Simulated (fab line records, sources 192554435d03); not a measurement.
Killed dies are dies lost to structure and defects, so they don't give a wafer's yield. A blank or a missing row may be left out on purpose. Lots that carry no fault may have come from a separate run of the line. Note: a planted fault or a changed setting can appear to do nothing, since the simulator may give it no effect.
Matching of chambers -- flow n5 finfet -- pecvd-04 running N5_GATE_CUT_PECVD_57: 3 sister chambers
The step deposits SiNx from SiH4/NH3/N2, target thk 21 nm. 3 wafers are shown with their chamber, then 7 later ones without.

== WAFERS, EACH WITH ITS CHAMBER ==
wafer,chamber,showerhead plenum p Torr (Torr)
L088.6,2,5.23
L093.1,0,5.02
L093.2,1,5.04

== WAFERS WITHOUT THEIR CHAMBER ==
wafer,showerhead plenum p Torr (Torr)
L093.6,5.04
L095.1,5.02
L095.3,5.22
L095.4,5.06
L097.2,5.01
L097.3,5.24
L097.5,5.02

== EACH ONE'S CHAMBER ==
wafer,from the rows above,in truth
L093.6,1,1
L095.1,0,0
L095.3,2,2
L095.4,1,1
L097.2,0,0
L097.3,2,2
L097.5,0,0
7 of 7 placed correctly. Not placeable from these rows: 0. Wrongly placed: 0.
How it was worked out, from the rows above alone: a wafer's distance from a chamber is the root of the sum, over the readings, of the square of ((its reading less the chamber's mean) divided by the reading's scatter). The wafer belongs to the nearest chamber; if the next one is less than 2 further off, it can't be placed. The mean given for a chamber averages the wafers shown for that chamber. The scatter (one wafer shown for each chamber): square how far every hidden wafer sits from the nearest shown wafer, average those squares and take the square root.
